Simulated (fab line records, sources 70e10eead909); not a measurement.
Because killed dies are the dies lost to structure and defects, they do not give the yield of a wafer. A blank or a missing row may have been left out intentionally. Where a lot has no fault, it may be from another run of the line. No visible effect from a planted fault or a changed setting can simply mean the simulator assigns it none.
fab line records	flow nand_harc
record lots=14	wafers=42	last_day=34
route steps=1302 shown A_CHANNEL_FILL_D1@501 A_DECK1_JOINT@530 A_ONON_D2@553
lots that met no fault: from a run of the same line without faults
start_h: start of the lot's first displayed wafer, in hours after the record's first day	wait_h: hours elapsed since this lot's preceding step	" as in the row above	L1.1+2: a single row standing in for several wafers	- no value, or no start given	* or withheld: withheld	< > ~ a bound
route shown NAME@n: NAME is a module with steps in the file, n the number in the route of the first one	usual: mean/standard deviation of fault-free wafers	same: alike in all rows	chamber/n: place in a boat	sites: readings site by site	_std_site: standard deviation of those values	_edge_site: inner sites' mean taken away from outer sites' mean	radius_mm: for every site, how far away it sits from the centre of the wafer	mask NAME#n: copy n	behind: the tool/chamber that last shaped the wafer	hold: why the lot was held/for how many hours/how that ended	device: transistor that didn't switch, given as n, p or np	end of line: the route-end tests of the same wafers	where a step has no rows: the recipe by itself	killed: count of dies lost to structure and defects at first sort (not the wafer's yield)	map: a wafer's dies, marking killed ones x, the rest . and places with no die _
set.NAME: the setting as run; set.NAME@STEP: as run at that earlier step	model.NAME: the simulator's own value behind a step, which no gauge read
route steps across a sampled set of lots; one table per step, one row per wafer
services: from which hour (start_h, from the record's first day; less than 0 if before it) a tool's chamber was out of use, for how many hours, and why
## steps
# step NHARC_A_CHANNEL_FILL_D1_STRIP_28
# recipe time_s=20	o2_flow_sccm=500	ar_flow_sccm=0	bias_w=0	chemistry=O2
# usual drypump_motor_current_A=5.8/0.41	oes_product_au=1.000/0.0068	rf_vpp_V=57.8/0.91	showerhead_plenum_p_Torr=3.51/0.13	throttle_valve_pct=17.037/0.0086
lot.wafer	tool	chamber	start_h	wait_h	drypump_motor_current_A	oes_product_au	rf_hours_counter_h	rf_vpp_V	showerhead_plenum_p_Torr	throttle_valve_pct
L630.2	rie_diel-10	1	213.35	0.1	5.6	1.008	6.8	57.8	3.41	17.039
L630.4	"	3	"	"	6.2	0.999	-	58.7	3.43	17.042
L630.6	"	1	"	"	5.6	0.995	-	57.9	3.41	17.028
L631.3	rie_diel-11	2	237.01	0.1	6.1	0.997	7.0	58.1	3.49	17.041
L631.1	"	3	"	"	4.7	0.997	5.3	57.1	3.57	17.042
L631.4	"	1	"	"	5.7	0.997	6.2	59.2	3.45	17.037
L632.2	rie_diel-13	1	243.14	0.1	5.6	1.002	4.4	57.2	3.68	17.043
L632.1	"	2	"	"	5.6	0.995	4.1	55.7	3.31	17.034
L632.4	"	3	"	"	6.1	1.004	3.6	55.6	3.52	17.042
L634.2	rie_diel-13	1	258.00	0.1	5.6	1.003	5.7	57.5	3.68	17.018
L634.1	"	3	"	"	6.1	0.993	4.3	57.6	3.52	17.041
L634.6	"	3	"	"	6.1	1.002	-	57.2	3.52	17.041
L638.1	rie_diel-13	2	321.94	0.1	5.7	1.004	9.4	58.4	3.31	17.038
L638.2	"	3	"	"	6.1	0.998	8.9	56.9	3.51	17.038
L638.5	"	1	"	"	5.6	1.006	-	59.1	3.68	17.036
L641.4	rie_diel-11	3	339.50	0.1	4.7	0.998	4.1	57.7	3.57	17.032
L641.1	"	0	"	"	6.4	1.000	2.4	57.5	3.68	17.040
L641.5	"	2	"	"	6.1	0.992	-	57.6	3.48	17.027
L643.4	rie_diel-11	0	358.05	0.1	6.3	0.999	4.0	57.2	3.67	17.036
L643.2	"	1	"	"	5.8	0.994	4.9	57.6	3.45	17.025
L643.6	"	0	"	"	6.4	0.998	-	59.1	3.67	17.037
L644.1	rie_diel-11	3	366.56	0.1	4.7	0.992	5.6	56.4	3.57	17.042
L644.3	"	0	"	"	6.4	0.998	4.2	58.8	3.67	17.035
L644.6	"	2	"	"	6.1	0.991	-	58.5	3.48	17.037
L647.3	rie_diel-13	3	402.07	0.1	6.1	0.996	3.1	56.7	3.51	17.027
L647.4	"	2	"	"	5.6	1.001	-	57.1	3.31	17.041
L647.6	"	0	"	"	6.0	1.000	-	57.0	3.77	17.043
L648.4	rie_diel-13	0	406.57	0.1	6.0	1.000	4.0	58.7	3.77	17.043
L648.1	"	1	"	"	5.6	1.001	2.4	57.8	3.67	17.027
L648.3	"	3	"	"	6.1	0.998	3.8	58.3	3.51	17.053
L649.3	rie_diel-10	1	413.81	0.1	5.7	1.010	9.1	56.5	3.41	17.057
L649.5	"	3	"	"	6.3	0.993	-	56.1	3.42	17.029
L649.6	"	0	"	"	6.0	0.993	-	58.0	3.48	17.037
L650.1	rie_diel-10	0	433.47	0.1	6.0	1.002	0.2	58.4	3.47	17.030
L650.3	"	1	"	"	5.6	1.004	0.1	58.3	3.41	17.038
L650.2	"	2	"	"	5.1	0.995	0.1	58.6	3.50	17.019
L651.2	rie_diel-13	2	440.90	0.1	5.6	0.995	5.9	57.4	3.31	17.031
L651.4	"	3	"	"	6.1	0.990	5.5	56.7	3.51	17.029
L651.6	"	2	"	"	5.6	0.986	-	57.1	3.31	17.040
L652.4	rie_diel-10	3	449.92	0.1	6.2	0.996	0.3	58.1	3.42	17.039
L652.5	"	1	"	"	5.6	1.000	-	57.8	3.41	17.049
L652.6	"	2	"	"	5.1	0.998	-	58.2	3.50	17.031
# step NHARC_A_DECK1_JOINT_ETCHBACK_00
# recipe target_depth_a=300	time_s=17.4	hbr_flow_sccm=150	rf_w=350	icp_w=350	bias_w=60	chemistry=HBr
# usual drypump_motor_current_A=5.72/0.28	hbr_flow_sccm=150.0/0.4	oes_product_au=1.000/0.0075	throttle_valve_pct=23.267/0.0083
lot.wafer	tool	chamber	start_h	wait_h	drypump_motor_current_A	hbr_flow_sccm	oes_product_au	rf_hours_counter_h	throttle_valve_pct
L630.4	rie_si-05	0	251.66	0.1	5.87	150.0	1.009	0.8	23.281
L630.2	"	2	"	"	5.54	150.0	1.010	0.9	23.267
L630.6	"	3	"	"	5.67	149.6	0.993	-	23.256
L631.3	rie_si-05	1	275.79	0.1	5.90	150.2	0.987	1.1	23.280
L631.1	"	2	"	"	5.54	149.6	0.996	1.1	23.276
L631.4	"	1	"	"	5.88	150.3	0.994	-	23.262
L632.4	rie_si-03	0	279.79	0.1	5.69	149.9	1.004	0.3	23.249
L632.2	"	2	"	"	6.09	150.7	0.997	0.2	23.271
L632.1	"	3	"	"	6.15	149.9	0.995	0.3	23.257
L634.2	rie_si-05	2	292.05	0.1	5.54	150.0	1.005	1.2	23.265
L634.1	"	1	"	"	5.86	150.2	1.007	1.2	23.271
L634.6	"	2	"	"	5.55	149.9	0.999	-	23.268
L638.2	rie_si-03	0	361.57	0.1	5.68	149.5	1.010	0.8	23.267
L638.1	"	1	"	"	5.26	150.2	1.004	0.7	23.279
L638.5	"	0	"	"	5.68	149.9	1.004	-	23.267
L641.1	rie_si-06	2	373.77	0.1	5.63	150.3	1.008	0.8	23.273
L641.4	"	0	"	"	5.50	149.8	1.004	0.8	23.269
L641.5	"	1	"	"	5.82	150.4	1.007	-	23.266
L643.4	rie_si-05	1	392.63	0.1	5.91	150.2	1.013	0.4	23.265
L643.2	"	3	"	"	5.67	149.8	0.994	0.5	23.258
L643.6	"	2	"	"	5.55	150.1	0.995	-	23.263
L644.1	rie_si-06	0	405.90	0.1	5.49	149.5	1.005	1.0	23.267
L644.3	"	2	"	"	5.59	150.5	1.003	0.9	23.264
L644.6	"	0	"	"	5.47	149.8	1.001	-	23.266
L647.3	rie_si-03	0	444.18	0.1	5.68	151.0	0.982	0.2	23.276
L647.4	"	2	"	"	6.11	149.8	0.999	0.2	23.269
L647.6	"	1	"	"	5.26	150.8	0.995	-	23.268
L648.4	rie_si-06	3	444.19	0.1	5.51	149.6	0.986	0.1	23.265
L648.3	"	0	"	"	5.49	149.7	0.990	0.1	23.281
L648.1	"	1	"	"	5.80	150.7	1.010	0.1	23.268
L649.3	rie_si-03	1	448.15	0.1	5.26	150.0	0.991	0.2	23.264
L649.5	"	3	"	"	6.13	150.0	0.999	-	23.271
L649.6	"	0	"	"	5.68	149.9	0.999	-	23.268
L650.2	rie_si-05	3	467.77	0.1	5.68	149.6	0.990	1.1	23.260
L650.1	"	0	"	"	5.86	149.9	1.014	1.2	23.271
L650.3	"	2	"	"	5.54	149.9	0.999	0.9	23.268
L651.2	rie_si-03	0	475.29	0.1	5.70	149.5	0.986	0.4	23.278
L651.4	"	2	"	"	6.05	149.8	0.989	0.4	23.277
L651.6	"	1	"	"	5.26	150.0	0.993	-	23.262
L652.6	rie_si-03	2	484.28	0.1	6.12	150.0	0.994	-	23.277
L652.5	"	0	"	"	5.70	150.1	1.002	-	23.268
L652.4	"	1	"	"	5.26	150.1	0.996	-	23.268
# step NHARC_A_ONON_D2_DEP_12
# recipe target_thk_a=10000	n2_flow_sccm=2750	n2o_flow_sccm=2000	nh3_flow_sccm=500	sih4_flow_sccm=210	temp_c=400
lot.wafer	tool	chamber	start_h	wait_h
L630.2+4+6	pecvd_onon-01	0	285.45	0.1
L632.1+2+4	pecvd_onon-02	0	303.83	0.1
L631.1+3+4	pecvd_onon-01	0	303.85	0.1
L634.1+2+6	pecvd_onon-04	0	324.48	0.1
L638.1+2+5	pecvd_onon-04	0	388.14	0.1
L641.1+4+5	pecvd_onon-01	0	396.53	0.1
L643.2+4+6	pecvd_onon-04	0	415.44	0.1
L644.1+3+6	pecvd_onon-02	0	431.15	0.1
L648.1+3+4	pecvd_onon-01	0	471.86	0.1
L647.3+4+6	pecvd_onon-02	0	472.15	0.2
L649.3+5+6	pecvd_onon-04	0	472.30	0.2
L650.1+2+3	pecvd_onon-01	0	501.14	0.1
L651.2+4+6	pecvd_onon-02	0	501.41	0.1
L652.4+5+6	pecvd_onon-04	0	512.13	0.2
# step NHARC_A_ONON_D2_THK_MEAS_14
# recipe thk_meas_gauge=ellipsometry
# usual thk_nm=999/9.5
lot.wafer	tool	chamber	start_h	wait_h	thk_nm
L630.2	film_metro-01	-	285.90	-	988
L630.4	"	-	"	"	989
L630.6	"	-	"	"	986
L632.1	film_metro-01	-	304.34	-	1004
L632.2	"	-	"	"	1003
L632.4	"	-	"	"	1002
L631.1	film_metro-02	-	304.36	-	1009
L631.3	"	-	"	"	1009
L631.4	"	-	"	"	1009
L634.1	film_metro-01	-	324.99	-	1000
L634.2	"	-	"	"	999
L634.6	"	-	"	"	998
L638.1	film_metro-02	-	388.65	-	714
L638.2	"	-	"	"	712
L638.5	"	-	"	"	1009
L641.1	film_metro-02	-	397.04	-	999
L641.4	"	-	"	"	998
L641.5	"	-	"	"	995
L643.2	film_metro-01	-	415.89	-	694
L643.4	"	-	"	"	991
L643.6	"	-	"	"	693
L644.1	film_metro-01	-	431.66	-	997
L644.3	"	-	"	"	995
L644.6	"	-	"	"	997
L648.1	film_metro-02	-	472.37	-	982
L648.3	"	-	"	"	984
L648.4	"	-	"	"	981
L647.3	film_metro-01	-	472.54	-	1017
L647.4	"	-	"	"	1016
L647.6	"	-	"	"	1017
L649.3	film_metro-02	-	472.70	-	997
L649.5	"	-	"	"	997
L649.6	"	-	"	"	998
L650.1	film_metro-02	-	501.66	-	998
L650.2	"	-	"	"	999
L650.3	"	-	"	"	1000
L651.2	film_metro-01	-	501.86	-	995
L651.4	"	-	"	"	997
L651.6	"	-	"	"	997
L652.4	film_metro-02	-	512.46	-	994
L652.5	"	-	"	"	997
L652.6	"	-	"	"	995
# step NHARC_A_ONON_D2_THK_MEAS_24
# recipe thk_meas_gauge=ellipsometry
# usual thk_nm=1002/8.2
lot.wafer	tool	chamber	start_h	wait_h	thk_nm
L630.2	film_metro-01	-	292.15	-	992
L630.4	"	-	"	"	992
L630.6	"	-	"	"	992
L632.1	film_metro-02	-	313.17	-	994
L632.2	"	-	"	"	994
L632.4	"	-	"	"	993
L631.1	film_metro-01	-	313.18	-	1017
L631.3	"	-	"	"	1017
L631.4	"	-	"	"	1017
L634.1	film_metro-01	-	333.16	-	1000
L634.2	"	-	"	"	1001
L634.6	"	-	"	"	1002
L638.1	film_metro-01	-	397.18	-	1011
L638.2	"	-	"	"	1008
L638.5	"	-	"	"	1008
L641.1	film_metro-01	-	407.20	-	995
L641.4	"	-	"	"	994
L641.5	"	-	"	"	994
L643.2	film_metro-01	-	424.46	-	1002
L643.4	"	-	"	"	1004
L643.6	"	-	"	"	1002
L644.1	film_metro-01	-	440.16	-	1006
L644.3	"	-	"	"	1004
L644.6	"	-	"	"	1004
L648.1	film_metro-02	-	481.51	-	993
L648.3	"	-	"	"	993
L648.4	"	-	"	"	995
L647.3	film_metro-02	-	481.53	-	1008
L647.4	"	-	"	"	1006
L647.6	"	-	"	"	1007
L649.3	film_metro-01	-	481.54	-	1006
L649.5	"	-	"	"	1007
L649.6	"	-	"	"	1007
L650.1	film_metro-01	-	510.14	-	1012
L650.2	"	-	"	"	1012
L650.3	"	-	"	"	1012
L651.2	film_metro-02	-	510.15	-	1000
L651.4	"	-	"	"	1001
L651.6	"	-	"	"	998
L652.4	film_metro-01	-	523.19	-	1000
L652.5	"	-	"	"	999
L652.6	"	-	"	"	1001
## services
tool	chamber	start_h	hours	kind
rie_diel-13	2	202.62	4.1	repair
pecvd_onon-01	-	210.51	3.4	repair
rie_diel-13	3	212.79	2.7	repair
rie_si-03	-	221.00	9.0	pm
rie_si-03	3	230.56	3.4	repair
rie_diel-13	2	246.96	23.0	repair
rie_si-03	2	253.61	3.8	repair
rie_si-05	3	262.52	15.6	repair
pecvd_onon-01	-	269.24	13.0	pm
rie_diel-13	0	274.15	5.0	repair
rie_diel-13	1	277.73	9.5	repair
rie_si-05	-	305.00	9.0	pm
pecvd_onon-04	-	311.39	13.0	pm
rie_si-05	0	322.68	1.3	repair
rie_diel-13	-	342.00	9.0	pm
rie_si-03	3	343.98	3.2	repair
rie_diel-13	1	393.01	13.2	repair
rie_si-03	-	398.00	9.0	pm
rie_si-03	-	410.69	0.4	repair
rie_diel-13	1	421.05	5.2	repair
pecvd_onon-01	-	450.24	13.0	pm
pecvd_onon-04	-	475.39	2.4	repair
rie_si-03	3	483.44	12.3	repair
rie_si-03	0	510.09	16.3	repair
## key
first_sign step=NHARC_A_ONON_D2_THK_MEAS_14	reading=thk_nm	direction=down	sigmas=31	usual=999	struck=703
effect none on later readings
met_at NHARC_A_ONON_D2_DEP_12
struck_lots L638,L643
struck_wafers L638.1,L638.2,L643.2,L643.6
sort_left_out L638.1,L638.2,L643.2,L643.6
tester_left_out L638,L643
not_acting_at NHARC_A_CHANNEL_FILL_D1_STRIP_28,NHARC_A_DECK1_JOINT_ETCHBACK_00,NHARC_A_ONON_D2_THK_MEAS_24
onset_between 324.48 388.14
fault kind=process_parameter_drift	tool=pecvd_onon-04	chamber=-	onset_h=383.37	steps=NHARC_A_ONON_D2_DEP_12	channel=target_thk_a	offset=*	shape=step	end_h=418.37	scope=struck_wafers_only	acts_in=*	stated=*
# tester_left_out: of these lots the tester's yield and bins aren't shown, on N5 and GAA mostly nor the transistor test; their killed dies are dies lost to structure and defects alone, not to doping, threshold or leakage, so they don't give the yield
# sort_left_out: the simulated sort isn't trusted on such a fault, so these wafers' sort isn't shown, and their yield isn't known
